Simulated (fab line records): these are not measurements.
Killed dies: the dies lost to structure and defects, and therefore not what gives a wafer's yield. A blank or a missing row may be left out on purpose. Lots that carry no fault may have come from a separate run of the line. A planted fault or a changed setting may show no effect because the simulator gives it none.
Comparing a struck lot with a sound one	flow n5Finfet	38 steps out of a route of 1938
Sound: the wafers L957.3, L957.4, L957.5. Struck: wafer L964.4. (L964.2 of the same lot was not struck and is left out.) The cause comes at the end.
Order at every step that has rows: each side's tool, ch and its chambers, its first start. Under that, the readings that differ: sound wafers	struck wafers	difference of the means	sigmas: that difference in standard deviations of wafers without a fault.
alike: a reading whose means differ by less than 2 such deviations, as well as words and numbers matching on both sides. not compared: withheld readings; readings where some wafer has no value; bounds like >300 that might hide an equal value; numbers whose values overlap and for which the record gives no deviation.
Wherever a step has rows on one side only, a row that says differs or no value, or a row with sigmas, the two part there. Numbers that don't overlap but have no deviation are shown without sigmas and don't part them. Lack of a reading on every wafer of one side parts them only where that side has two or more wafers.

first, 8 steps without rows for these wafers: N5_BEOL_M1_ANNEAL_51 (time 90 s); N5_BEOL_M1_CMP_52 (polishes, stops on SiOC, t overpolish 6.8 s, target thk 40 nm); N5_BEOL_M1_PRE_CLEAN_60 (time 15 s); N5_BEOL_M1_CO_CAP_55 (material Co, precursor CCTBA/H2, target thk 2 nm, time 102.1 s); N5_BEOL_M1_PRE_CLEAN_56 (time 15 s); N5_BEOL_M1_DEP_57 (deposits SiCN from 3MS/NH3, target thk 8 nm, time 14 s); N5_BEOL_M2_ILD_DEP_00 (deposits SiOC from DEMS/O2, target thk 79 nm, time 15.3 s); N5_BEOL_M2_PECVD_72 (deposits SiO2 from TEOS/O2, target thk 16 nm, time 18 s).
N5_BEOL_M2_HM_DEP_02: deposits TiN, target thk 20 nm.
  sound: pvdSputter-02 at day 8 11:10; struck: pvdSputter-02 at day 10 07:18
reading	sound	struck	difference	sigmas
model.TiN_of_BEOL_M2_HM_DEP_02.thkNm (nm)	20 20 20	6.6	-13.4	
  alike: throttleValvePct
then, 16 steps without rows for these wafers: N5_BEOL_M2_COAT_61 (time 60 s, resist thk 60 nm); N5_BEOL_M2_COAT_62 (time 60 s, resist thk 12 nm); N5_BEOL_M2_COAT_73 (time 60 s, resist thk 5 nm); N5_BEOL_M2_COAT_05 (resist thk 30 nm); N5_BEOL_M2_EBR_07; N5_BEOL_M2_SOFTBAKE_06 (time 60 s); N5_BEOL_M2_EXPOSE_08 (exposes mask M2); N5_BEOL_M2_PEB_09 (peb time 60 s); N5_BEOL_M2_DEVELOP_10 (develop time 30 s); N5_BEOL_M2_DESCUM_16 (chemistry O2, time 7 s); N5_BEOL_M2_ETCH_74 (etches underlayer in N2/H2, target depth 6.5 nm, time 5.2 s); N5_BEOL_M2_ETCH_63 (etches SiARC in CF4, target depth 15.6 nm, time 26 s); N5_BEOL_M2_ETCH_64 (etches SOC in N2/H2, target depth 75 nm, overetch 22.5 nm, time 121.9 s); N5_BEOL_M2_STRIP_65 (strips in N2/H2); N5_BEOL_M2_STRIP_75 (strips in N2/H2); N5_BEOL_M2_STRIP_66 (strips in CF4).
N5_BEOL_M2_HM_OPEN_17: chemistry Cl2/BCl3, target TiN, target depth 20 nm, overetch 6 nm.
  sound on rieMetal-03 ch 0,1, day 8 12:34; struck on rieMetal-02 ch 0, day 10 08:05
reading	sound	struck	difference	sigmas
drypumpMotorCurrentA (A)	5.4 4.9 5.4	6.1	+0.9	+2
oesProductAu (a.u.)	0.78 0.79 0.77	0.46	-0.32	-6
throttleValvePct (%)	21.85 22.07 21.85	22.73	+0.81	+5
model.etch.depthNm (nm)	19.98 19.96 20.04	6.527	-13.466	
  not compared: rfHoursCounterH
then, 8 steps without rows for these wafers: N5_BEOL_M2_STRIP_19 (strips in O2); N5_BEOL_M2_COAT_67 (time 60 s, resist thk 60 nm); N5_BEOL_M2_COAT_68 (time 60 s, resist thk 12 nm); N5_BEOL_M2_COAT_76 (time 60 s, resist thk 5 nm); N5_BEOL_M2_COAT_22 (resist thk 30 nm); N5_BEOL_M2_EBR_24; N5_BEOL_M2_SOFTBAKE_23 (time 60 s); N5_BEOL_M2_EXPOSE_25 (exposes mask V1, defocus 5 nm).
N5_BEOL_M2_TRENCH_ETCH_37: etches SiOC in C4F6/O2, target depth 55.555 nm, time 29.2 s.
  sound on rieDiel-04 ch 2,3; struck on rieDiel-04 ch 0
reading	sound	struck	difference	sigmas
model.TiN_of_BEOL_M2_HM_DEP_02.thkNm (nm)	17.6 17.6 17.8	4.2	-13.5	
  alike: drypumpMotorCurrentA, oesProductAu, rfVppV, showerheadPlenumPTorr, throttleValvePct
  not compared: rfHoursCounterH
N5_BEOL_M2_CD_MEAS_35: target cd 18 nm, target cd y 22.2 nm.
  sound: cdSem-03 at day 9 00:08; struck: cdSem-01 at day 10 12:41
reading	sound	struck	difference	sigmas
cdNm (nm)	18.0 17.7 18.1	18.8	+0.9	+3
N5_BEOL_M4_RC_MEAS_101:
  sound on prober-01 ch 0, day 10 03:10; struck on prober-02 ch 0, day 11 11:04
  alike: DIBL_N, DIBL_P, IOFF_N, IOFF_P, ION_N, ION_P, SS_N, SS_P, VT_N, VT_P
next, for these wafers, 1 step has no rows: N5_PASSIVATION_PROBE_49.

## WHERE THEY PART
First at N5_BEOL_M2_HM_OPEN_17; last, within this record, at N5_BEOL_M2_CD_MEAS_35. Later steps at which nothing parts them and some readings are alike: N5_BEOL_M4_RC_MEAS_101.

WHY: the cause the simulator had injected
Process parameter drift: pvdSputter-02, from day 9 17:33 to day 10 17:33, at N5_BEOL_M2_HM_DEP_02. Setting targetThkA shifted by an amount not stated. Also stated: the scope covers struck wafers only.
